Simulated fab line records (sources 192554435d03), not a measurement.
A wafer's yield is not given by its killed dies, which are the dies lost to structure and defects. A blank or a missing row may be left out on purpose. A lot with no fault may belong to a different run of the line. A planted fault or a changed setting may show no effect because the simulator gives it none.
Chamber matching ; flow n5 finfet ; 4 sister chambers for N5_BEOL_M8_ETCH_61 on rie diel-06
The step etches SiARC in CF4, target depth 45.5 nm, time 75.8 s. 8 wafers are shown with their chamber, then 9 later ones without.

WAFERS PAIRED WITH THEIR CHAMBERS
wafer;chamber;drypump motor current A (A);showerhead plenum p Torr (Torr)
L076.3;1;5.8;2.08
L081.2;3;5.4;2.15
L080.1;3;5.4;2.15
L080.2;0;5.7;2.14
L080.5;0;5.8;2.14
L085.2;2;6.8;2.12
L085.5;1;5.8;2.07
L085.6;2;6.8;2.12

WAFERS WITH NO CHAMBER GIVEN
wafer;drypump motor current A (A);showerhead plenum p Torr (Torr)
L091.1;5.7;2.13
L091.4;6.8;2.12
L091.5;5.8;2.06
L093.1;5.8;2.06
L093.4;5.4;2.14
L093.6;5.8;2.06
L094.1;5.4;2.14
L094.5;5.4;2.14
L094.6;5.7;2.13

WHICH CHAMBER EACH WENT THROUGH
wafer;from the rows above;in truth
L091.1;0;0
L091.4;2;2
L091.5;1;1
L093.1;1;1
L093.4;3;3
L093.6;1;1
L094.1;3;3
L094.5;3;3
L094.6;0;0
Correct placement for 9 of the 9. Not placeable from these rows: 0. 0 placed wrongly.
How it was worked out, from the rows above alone: a wafer's distance from a chamber is the root of the sum, over the readings, of the square of ((its reading less the chamber's mean) divided by the reading's scatter). If the next closest chamber is less than 2 further off than the closest, the wafer can't be placed; otherwise it belongs to the closest. The mean given for a chamber averages the wafers shown for that chamber. The scatter: the root of (the sum of the squares of (reading less its chamber's mean) over the shown wafers, divided by (wafers less chambers)).
